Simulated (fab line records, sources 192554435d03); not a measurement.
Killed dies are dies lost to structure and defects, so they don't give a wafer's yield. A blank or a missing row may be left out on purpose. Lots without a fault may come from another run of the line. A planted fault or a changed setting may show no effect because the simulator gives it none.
Chamber matching | flow n5_finfet | N5_BEOL_M3_ETCH_64 on rie_diel-03: 4 sister chambers
The step etches SOC in N2/H2, target depth 75 nm, overetch 15 nm, time 112.5 s. 4 wafers are shown with their chamber, then 10 later ones without.

WAFERS WITH THEIR CHAMBER
wafer  | chamber | drypump_motor_current_A (A)
L088.4 | 0       | 4.9
L090.6 | 2       | 6.1
L091.2 | 1       | 6.1
L091.5 | 3       | 6.3

WAFERS WITHOUT THEIR CHAMBER
wafer  | drypump_motor_current_A (A)
L091.6 | 6.2
L092.3 | 6.2
L092.5 | 6.1
L092.6 | 6.0
L093.2 | 6.3
L093.3 | 6.1
L093.4 | 4.9
L095.2 | 6.0
L095.5 | 4.9
L095.6 | 6.3

WHICH CHAMBER EACH WENT THROUGH
wafer  | from the rows above          | in truth
L091.6 | can't be placed: 3 or 1 or 2 | 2
L092.3 | can't be placed: 3 or 1 or 2 | 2
L092.5 | can't be placed: 1 or 2      | 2
L092.6 | can't be placed: 1 or 2      | 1
L093.2 | 3                            | 3
L093.3 | can't be placed: 1 or 2      | 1
L093.4 | 0                            | 0
L095.2 | can't be placed: 1 or 2      | 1
L095.5 | 0                            | 0
L095.6 | 3                            | 3
Placed correctly: 4 of 10. Can't be placed from these rows: 6 (the true chamber is among the candidates in 6). Placed wrongly: 0.
How it was worked out, from the rows above alone: a wafer's distance from a chamber is the root of the sum, over the readings, of the square of ((its reading less the chamber's mean) divided by the reading's scatter). The wafer belongs to the nearest chamber; if the next one is less than 2 further off, it can't be placed. A chamber's mean is the mean of its shown wafers. The scatter: with one shown wafer a chamber, the root of the mean of the squares of how far each hidden wafer lies from its nearest shown one.
